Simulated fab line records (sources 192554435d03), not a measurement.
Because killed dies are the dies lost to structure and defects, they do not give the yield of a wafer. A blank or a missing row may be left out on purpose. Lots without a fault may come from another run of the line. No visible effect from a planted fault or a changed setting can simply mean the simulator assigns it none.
fab line records + flow n5-finfet
[record]
- lots = 4
- wafers = 12
- last-day = 16
route steps=1938 shown BEOL_M5@1182 BEOL_M6@1194
lots with no fault: from the same line, run without faults
start-h: hours from the record's first day to the start of the lot's first wafer shown + wait-h: hours from the lot's prior step to this one + " identical to the entry in the row above + L1.1+2: one row covering several wafers at once + - no value present, or no start provided + * or withheld: withheld + < > ~ a bound
route shown NAME@n: NAME is a module with steps in the file, n the number in the route of the first one + usual: mean/standard deviation of fault-free wafers + same: alike in all rows + chamber/n: place in a boat + sites: per-site readings + _std_site: their standard deviation + _edge_site: the outer-site mean with the inner-site mean subtracted + radius-mm: how far each site lies from the wafer's centre + mask NAME#n: copy n + behind: the last tool/chamber to shape the wafer + hold: why the lot was held/for how many hours/how that ended + device: the transistor (n, p or np) that didn't switch + end of line: at the end of the route, the tests of the same wafers + step lacking rows: just its recipe + killed: dies lost to structure and defects at the first sort, not the wafer's yield + map: per-die view of a wafer (x killed, . not killed, _ where there is no die)
set.NAME: the setting the step ran with; set.NAME@STEP: the setting that earlier step ran with + model.NAME: the simulator's own value behind a step, which no gauge read
a table for each step, a row for each wafer; lots at some steps of the route
services: a tool's chamber out of use, with start hour (start-h, from the record's first day; less than 0 if before it), hours out, and reason
[[steps]]
[step N5_BEOL_M5_ANNEAL_89]
[recipe]
- temp-c = 400
- time-s = 1800
- ambient = vacuum
[step N5_BEOL_M5_SPUTTER_90]
[recipe]
- material = Cu
- target-thk-a = 45
- temp-c = -20
- chamber-pressure-pa = 0.07
- power-w = withheld
- time-s = 8.29
[step N5_BEOL_M5_ECD_50]
[recipe]
- material = Cu
- target-thk-a = 3000
[step N5_BEOL_M5_ANNEAL_51]
[recipe]
- temp-c = 225
- time-s = 90
- ambient = N2
[step N5_BEOL_M5_CMP_52]
[recipe]
- stop-on = SiCOH_lowk
- t-overpolish-s = 6.9
- down-force-psi = 1
- platen-rpm = 50
- clearing-platen-down-force-psi = 1.5
- clearing-platen-rpm = 50
- post-cmp-clean = cu-alkaline
- target-thk-nm = 62
- clearing-platen-pad-velocity-m-s = 0.99484
- pad-velocity-m-s = 0.99484
[step N5_BEOL_M5_PRE_CLEAN_77]
[recipe]
- gas = NH3/H2
- time-s = 15
- temp-c = *
- rf-power-w = 300
[step N5_BEOL_M5_CO_CAP_78]
[recipe]
- material = Co
- target-thk-a = 20
- temp-c = 200
- precursor = CCTBA/H2
- pressure-torr = 30
- time-s = 102.1
[step N5_BEOL_M5_PRE_CLEAN_55]
[recipe]
- gas = NH3
- time-s = 15
- temp-c = withheld
- rf-power-w = 300
[step N5_BEOL_M5_DEP_56]
[recipe]
- material = SiCN
- target-thk-a = 80
- temp-c = withheld
- precursor = 3MS/NH3
- pressure-torr = 3
- rf-w = 202
- time-s = 14
[step N5_BEOL_M6_ILD_DEP_00]
[recipe]
- material = SiCOH_lowk
- target-thk-a = 1797.5
- temp-c = 300
- precursor = DEMS/porogen
- pressure-torr = 5
- rf-w = 500
- time-s = 33.4
[usual]
- heater-power-w = 315/47
- showerhead-plenum-p-Torr = 5.733/0.011
- throttle-valve-pct = 13.6/1.1
| lot.wafer | tool     | chamber | start-h | wait-h | heater-power-w | showerhead-plenum-p-Torr | throttle-valve-pct | model.SiCOH_lowk_of_BEOL_M6_ILD_DEP_00.thk-nm |
|-----------|----------|---------|---------|--------|----------------|--------------------------|--------------------|-----------------------------------------------|
| L131.1    | pecvd-03 | 0       | 177.80  | 0.0    | 343            | 5.740                    | 13.6               | 183.4                                         |
| L131.2    | "        | 2       | "       | "      | 231            | 5.743                    | 14.0               | 181.4                                         |
| L131.5    | "        | 0       | "       | "      | 349            | 5.730                    | 13.5               | 186.6                                         |
| L137.1    | pecvd-03 | 0       | 218.90  | 0.0    | 340            | 5.726                    | 13.5               | 136.2                                         |
| L137.3    | "        | 1       | "       | "      | 373            | 5.733                    | 12.6               | 132.4                                         |
| L137.4    | "        | 1       | "       | "      | 387            | 5.738                    | 13.1               | 180.8                                         |
| L139.1    | pecvd-03 | 1       | 234.26  | 0.0    | 368            | 5.731                    | 12.7               | 136.4                                         |
| L139.2    | "        | 0       | "       | "      | 335            | 5.713                    | 13.7               | 179.8                                         |
| L139.6    | "        | 1       | "       | "      | 381            | 5.723                    | 12.8               | 181.6                                         |
| L150.4    | pecvd-01 | 0       | 298.66  | 0.1    | 365            | 5.729                    | 12.7               | 181.6                                         |
| L150.5    | "        | 1       | "       | "      | 274            | 5.719                    | 16.0               | 180.6                                         |
| L150.6    | "        | 2       | "       | "      | 384            | 5.746                    | 12.3               | 180                                           |
[step N5_BEOL_M6_CURE_74]
[recipe]
- temp-c = 385
- time-s = 240
- ambient = He/Ar
- material = SiCOH_lowk
[step N5_BEOL_M6_THK_MEAS_01]
[recipe]
- reads = SiCOH_lowk_of_BEOL_M6_ILD_DEP_00
[usual]
- M6_ILD_THK = 155.6/1.8
| lot.wafer | tool          | chamber | start-h | wait-h | M6_ILD_THK[nm] |
|-----------|---------------|---------|---------|--------|----------------|
| L131.1    | film-metro-01 | -       | 178.38  | 0.4    | 158.2          |
| L131.2    | "             | -       | "       | "      | 156.7          |
| L131.5    | "             | -       | "       | "      | 161.1          |
| L137.1    | film-metro-01 | -       | 219.47  | 0.4    | 117.1          |
| L137.3    | "             | -       | "       | "      | 113.9          |
| L137.4    | "             | -       | "       | "      | 155.7          |
| L139.1    | film-metro-01 | -       | 234.86  | 0.4    | 117.4          |
| L139.2    | "             | -       | "       | "      | 155.1          |
| L139.6    | "             | -       | "       | "      | 156.7          |
| L150.4    | film-metro-01 | -       | 299.21  | 0.2    | 156.6          |
| L150.5    | "             | -       | "       | "      | 155.8          |
| L150.6    | "             | -       | "       | "      | 155.3          |
[step N5_BEOL_M6_PECVD_70]
[recipe]
- material = SiO2
- target-thk-a = 200
- temp-c = 400
- precursor = TEOS/O2
- pressure-torr = 5.5
- rf-w = 450
- teos-flow-sccm = 53.8
- gas = O2
- flow-sccm = 3000
- time-s = 22.7
[step N5_BEOL_M6_HM_DEP_02]
[recipe]
- material = TiN
- target-thk-a = 200
- temp-c = 25
- chamber-pressure-pa = 0.49996
[step N5_BEOL_M6_COAT_59]
[recipe]
- resist = SOC
- temp-c = 250
- time-s = 60
- spin-rpm = 1500
- resist-thk-nm = 100
[step N5_BEOL_M6_COAT_60]
[recipe]
- resist = SiARC
- temp-c = 220
- time-s = 60
- spin-rpm = 1500
- resist-thk-nm = 35
[step N5_BEOL_M6_COAT_05]
[recipe]
- resist = CAR-ArF
- spin-rpm = 1500
- resist-thk-nm = 90
[step N5_BEOL_M6_EBR_07]
[recipe]
- solvent = PGMEA
- ebr-width-mm = 1.5
[step N5_BEOL_M6_SOFTBAKE_06]
[recipe]
- temp-c = 110
- time-s = 60
- resist = CAR-ArF
[step N5_BEOL_M6_EXPOSE_08]
[recipe]
- mask-id = M6
- na = 1.35
- source-shape = dipole
- sigma-inner = 0.817
- sigma-outer = 0.97
- polarization = te
- dose-mj = 68.25
[step N5_BEOL_M6_PEB_09]
[recipe]
- peb-temp-c = withheld
- peb-time-s = 60
- resist = CAR-ArF
[step N5_BEOL_M6_DEVELOP_10]
[recipe]
- develop-time-s = 30
- developer = TMAH
- resist = CAR-ArF
- rinse-liquid = diw
- dry = air-spin
- dev-temp-c = 23
[step N5_BEOL_M6_DESCUM_16]
[recipe]
- chemistry = O2
- time-s = 7.9
- source-power-w = 50
- bias-power-w = 20
- pressure-mtorr = 20
- rf-frequency-hz = 2.712e+07
- temp-c = 40
- resist = CAR-ArF
- o2-flow-sccm = 225
[step N5_BEOL_M6_ETCH_61]
[recipe]
- chemistry = CF4
- target = SiARC
- target-depth-a = 455
- mask-material = CAR-ArF
- time-s = 75.8
- ion-energy-ev = 80
- pressure-mtorr = 40
- source-w = 545
- bias-w = 36
- Ar_flow_sccm = 100
- cf4-flow-sccm = 100
- ends = cleared
[step N5_BEOL_M6_ETCH_62]
[recipe]
- chemistry = N2/H2
- target = SOC
- target-depth-a = 1100
- overetch-a = 220
- mask-material = SiARC
- temp-c = 40
- time-s = 165
- ion-energy-ev = 200
- pressure-mtorr = 30
- source-w = 840
- bias-w = 150
- n2-flow-sccm = 200
- h2-flow-sccm = 200
[step N5_BEOL_M6_STRIP_68]
[recipe]
- chemistry = N2/H2
- temp-c = 40
- n2-flow-sccm = 200
- h2-flow-sccm = 200
- rf-frequency-hz = 6e+07
[step N5_BEOL_M6_STRIP_67]
[recipe]
- chemistry = CF4
- resist = SiARC
- power-w = 300
- bias-power-w = 75
- pressure-mtorr = 50
- cf4-flow-sccm = 150
- rf-frequency-hz = 6e+07
[step N5_BEOL_M6_HM_OPEN_17]
[recipe]
- chemistry = Cl2/BCl3
- target-depth-a = 200
- overetch-a = 60
- target = TiN
- mask-material = SOC
- ion-energy-ev = 150
- pressure-mtorr = 10
- icp-w = 1000
- bias-w = 126
- Cl2_flow_sccm = 53.25
- bcl3-flow-sccm = 21.75
- Ar_flow_sccm = 25
[step N5_BEOL_M6_STRIP_19]
[recipe]
- chemistry = O2
- power-w = 400
- temp-c = 40
- pressure-mtorr = 30
- rf-frequency-hz = 6e+07
- bias-power-w = 0
- overash-fraction = 0.2
- o2-flow-sccm = 225
[step N5_BEOL_M6_COAT_63]
[recipe]
- resist = SOC
- temp-c = 250
- time-s = 60
- spin-rpm = 1500
- resist-thk-nm = 60
[step N5_BEOL_M6_COAT_64]
[recipe]
- resist = SiARC
- temp-c = 220
- time-s = 60
- spin-rpm = 1500
- resist-thk-nm = 12
[step N5_BEOL_M6_COAT_71]
[recipe]
- resist = underlayer
- temp-c = 205
- time-s = 60
- spin-rpm = 1500
- resist-thk-nm = 5
[step N5_BEOL_M6_COAT_22]
[recipe]
- resist = CAR-EUV
- spin-rpm = 1500
- resist-thk-nm = 30
[step N5_BEOL_M6_EBR_24]
[recipe]
- solvent = PGMEA
- ebr-width-mm = 1.5
[step N5_BEOL_M6_SOFTBAKE_23]
[recipe]
- temp-c = 110
- time-s = 60
- resist = CAR-EUV
[step N5_BEOL_M6_CMP_52]
[recipe]
- stop-on = SiCOH_lowk
- t-overpolish-s = 6.9
- down-force-psi = 1
- platen-rpm = 50
- clearing-platen-down-force-psi = 1.5
- clearing-platen-rpm = 50
- post-cmp-clean = cu-alkaline
- target-thk-nm = 80
- clearing-platen-pad-velocity-m-s = 0.99484
- pad-velocity-m-s = 0.99484
[usual]
- motor-current-A = 6.2/0.66
| lot.wafer | tool   | chamber | start-h | wait-h | motor-current-A | model.SiCOH_lowk_of_BEOL_M6_ILD_DEP_00.thk-nm |
|-----------|--------|---------|---------|--------|-----------------|-----------------------------------------------|
| L131.1    | cmp-03 | 3       | 184.16  | 0.5    | 6.4             | 155.2                                         |
| L131.2    | "      | 0       | "       | "      | 6.7             | 153.6                                         |
| L131.5    | "      | 1       | "       | "      | 7.1             | 158                                           |
| L137.4    | cmp-03 | 0       | 225.00  | 0.1    | 6.4             | 152.8                                         |
| L137.1    | "      | 1       | "       | "      | 6.8             | 114.2                                         |
| L137.3    | "      | 2       | "       | "      | 5.0             | 110.8                                         |
| L139.1    | cmp-01 | 1       | 243.37  | 0.3    | 6.2             | 114.4                                         |
| L139.2    | "      | 0       | "       | "      | 6.4             | 152                                           |
| L139.6    | "      | 1       | "       | "      | 6.2             | 153.6                                         |
| L150.4    | cmp-03 | 1       | 305.76  | 0.1    | 7.1             | 153.6                                         |
| L150.6    | "      | 1       | "       | "      | 7.3             | 152.2                                         |
| L150.5    | "      | 2       | "       | "      | 5.1             | 152.8                                         |
[[services]]
| tool     | chamber | start-h | hours | kind                           |
|----------|---------|---------|-------|--------------------------------|
| pecvd-03 | 2       | 171.08  | 2.1   | scheduled-down                 |
| pecvd-01 | -       | 178.46  | 0.7   | repair                         |
| cmp-01   | -       | 182.65  | 5.5   | pm                             |
| pecvd-01 | -       | 195.58  | 6.0   | pm                             |
| cmp-03   | -       | 196.27  | 4.3   | pm                             |
| pecvd-01 | 2       | 202.38  | -     | clean                          |
| pecvd-01 | 2       | 202.38  | -     | consumable-replace:showerhead  |
| pecvd-01 | 2       | 202.38  | 29.0  | scheduled-down                 |
| pecvd-01 | 2       | 202.38  | 29.0  | vent-cycle                     |
| cmp-03   | -       | 222.71  | 2.0   | repair                         |
| pecvd-03 | 2       | 228.10  | 7.4   | repair                         |
| cmp-01   | -       | 245.17  | 0.8   | repair                         |
| cmp-03   | -       | 249.92  | 4.0   | pm                             |
| cmp-03   | -       | 253.92  | -     | consumable-replace:conditioner |
| cmp-03   | -       | 253.92  | -     | consumable-replace:pad         |
| cmp-03   | -       | 269.87  | 0.8   | repair                         |
| pecvd-01 | 0       | 276.77  | 4.4   | repair                         |
| cmp-03   | -       | 277.03  | 0.6   | repair                         |
| cmp-01   | -       | 278.41  | 0.9   | repair                         |
| pecvd-01 | 0       | 289.85  | 5.5   | scheduled-down                 |
| cmp-03   | -       | 290.48  | 0.4   | repair                         |
| pecvd-03 | -       | 305.30  | 1.0   | repair                         |
[[key]]
[first-sign]
- step = N5_BEOL_M6_THK_MEAS_01
- reading = M6_ILD_THK
- direction = down
- sigmas = 21
- usual = 155.6
- struck = 116.1
effect none on later readings
[model-effect]
- step = N5_BEOL_M6_ILD_DEP_00
- value = SiCOH_lowk_of_BEOL_M6_ILD_DEP_00.thk-nm
- without = 177.3
- struck = 135
[model-effect]
- step = N5_BEOL_M6_CMP_52
- value = SiCOH_lowk_of_BEOL_M6_ILD_DEP_00.thk-nm
- without = 149.9
- struck = 113.1
met-at N5_BEOL_M6_ILD_DEP_00
struck-wafers L137.1,L137.3,L139.1
[baseline-loss]
- step = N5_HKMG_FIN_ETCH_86
- wafers = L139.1
onset-between 177.80 218.90
[fault]
- kind = process-parameter-drift
- tool = pecvd-03
- chamber = -
- onset-h = 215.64
- steps = N5_BEOL_M6_ILD_DEP_00
- channel = time-s
- offset = *
- shape = step
- end-h = 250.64
- scope = struck-wafers-only
- acts-in = *
- stated = *
// baseline-loss: these wafers lose ten dies or more at that step, a loss of the line's own and not of a fault; the sort's usual values leave them out
